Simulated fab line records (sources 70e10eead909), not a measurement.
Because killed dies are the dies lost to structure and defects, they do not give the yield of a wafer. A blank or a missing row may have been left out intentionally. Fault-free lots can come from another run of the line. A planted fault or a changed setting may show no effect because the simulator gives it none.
Chamber matching + flow nand_harc + NHARC_A_CONTACT_ETCH_110 on rie_diel-13: 4 sister chambers
The step etches the open film in CF4/O2, target depth 50 nm, overetch 5 nm, time 27.5 s. 24 wafers are shown with their chamber, then 12 later ones without.

## WAFERS WITH THEIR CHAMBER
| wafer  | chamber | drypump_motor_current_A (A) | showerhead_plenum_p_Torr (Torr) | chamber_pressure_mTorr (mTorr) |
|--------|---------|-----------------------------|---------------------------------|--------------------------------|
| L075.3 | 0       | 6.1                         | 1.27                            | 29.932                         |
| L075.5 | 0       | 6.1                         | 1.27                            | 29.985                         |
| L075.6 | 3       | 4.8                         | 1.23                            | 29.948                         |
| L074.3 | 0       | 6.0                         | 1.27                            | 29.985                         |
| L074.4 | 0       | 6.1                         | 1.27                            | 29.978                         |
| L074.6 | 3       | 4.8                         | 1.23                            | 29.984                         |
| L076.1 | 1       | 5.9                         | 1.39                            | 29.939                         |
| L076.2 | 0       | 6.1                         | 1.27                            | 29.977                         |
| L076.5 | 3       | 4.8                         | 1.23                            | 29.988                         |
| L080.1 | 0       | 6.1                         | 1.27                            | 29.962                         |
| L080.2 | 2       | 5.8                         | 1.24                            | 29.998                         |
| L080.3 | 3       | 4.8                         | 1.23                            | 29.950                         |
| L082.1 | 3       | 4.8                         | 1.23                            | 29.945                         |
| L082.3 | 0       | 6.1                         | 1.27                            | 30.012                         |
| L082.6 | 0       | 6.1                         | 1.27                            | 29.997                         |
| L083.2 | 0       | 6.1                         | 1.27                            | 29.973                         |
| L083.4 | 2       | 5.8                         | 1.23                            | 30.051                         |
| L083.6 | 3       | 4.8                         | 1.23                            | 30.035                         |
| L087.3 | 2       | 5.8                         | 1.45                            | 30.015                         |
| L087.5 | 0       | 6.1                         | 1.27                            | 30.017                         |
| L087.6 | 1       | 5.9                         | 1.39                            | 29.967                         |
| L085.1 | 2       | 5.8                         | 1.45                            | 29.969                         |
| L085.2 | 3       | 4.8                         | 1.45                            | 30.035                         |
| L085.4 | 0       | 6.1                         | 1.27                            | 29.988                         |

SIGNATURES, as means of the wafers listed above
| reading                  | chamber 0 | chamber 1 | chamber 2 | chamber 3 | scatter within a chamber |
|--------------------------|-----------|-----------|-----------|-----------|--------------------------|
| drypump_motor_current_A  | 6.091     | 5.900     | 5.800     | 4.800     | 0.0213                   |
| showerhead_plenum_p_Torr | 1.2700    | 1.3900    | 1.3425    | 1.2614    | 0.0662                   |
| chamber_pressure_mTorr   | 29.98236  | 29.95300  | 30.00825  | 29.98357  | 0.0304                   |
Rule: for each reading, subtract the chamber's mean from the wafer's reading, divide by that reading's scatter and square the result; add these up over the readings and take the root, which gives the wafer's distance from the chamber. The wafer belongs to the nearest chamber; if the next one is less than 2 further off, it can't be placed. The scatter is the square root of a quotient: the sum, over the shown wafers, of each reading's squared deviation from its chamber's mean, divided by wafers minus chambers.

## WAFERS MISSING THEIR CHAMBER
| wafer  | drypump_motor_current_A (A) | showerhead_plenum_p_Torr (Torr) | chamber_pressure_mTorr (mTorr) |
|--------|-----------------------------|---------------------------------|--------------------------------|
| L090.1 | 6.1                         | 1.27                            | 29.979                         |
| L090.2 | 5.9                         | 1.39                            | 30.044                         |
| L090.6 | 6.1                         | 1.27                            | 29.989                         |
| L092.4 | 5.9                         | 1.39                            | 29.951                         |
| L092.5 | 5.8                         | 1.44                            | 30.013                         |
| L092.6 | 4.8                         | 1.44                            | 30.010                         |
| L093.3 | 5.9                         | 1.39                            | 29.966                         |
| L093.4 | 5.8                         | 1.44                            | 30.020                         |
| L093.5 | 5.9                         | 1.39                            | 29.980                         |
| L097.2 | 6.1                         | 1.27                            | 30.044                         |
| L097.3 | 5.9                         | 1.39                            | 29.936                         |
| L097.6 | 4.8                         | 1.44                            | 29.975                         |

## THE CHAMBER EACH PASSED THROUGH
| wafer  | from the rows above     | in truth |
|--------|-------------------------|----------|
| L090.1 | 0                       | 0        |
| L090.2 | can't be placed: 1 or 2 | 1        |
| L090.6 | 0                       | 0        |
| L092.4 | 1                       | 1        |
| L092.5 | 2                       | 2        |
| L092.6 | 3                       | 3        |
| L093.3 | 1                       | 1        |
| L093.4 | 2                       | 2        |
| L093.5 | 1                       | 1        |
| L097.2 | 0                       | 0        |
| L097.3 | 1                       | 1        |
| L097.6 | 3                       | 3        |
11 of 12 placed correctly. From these rows, 1 cannot be placed; in 1 the true chamber is one of the candidates. Placed wrongly: 0.
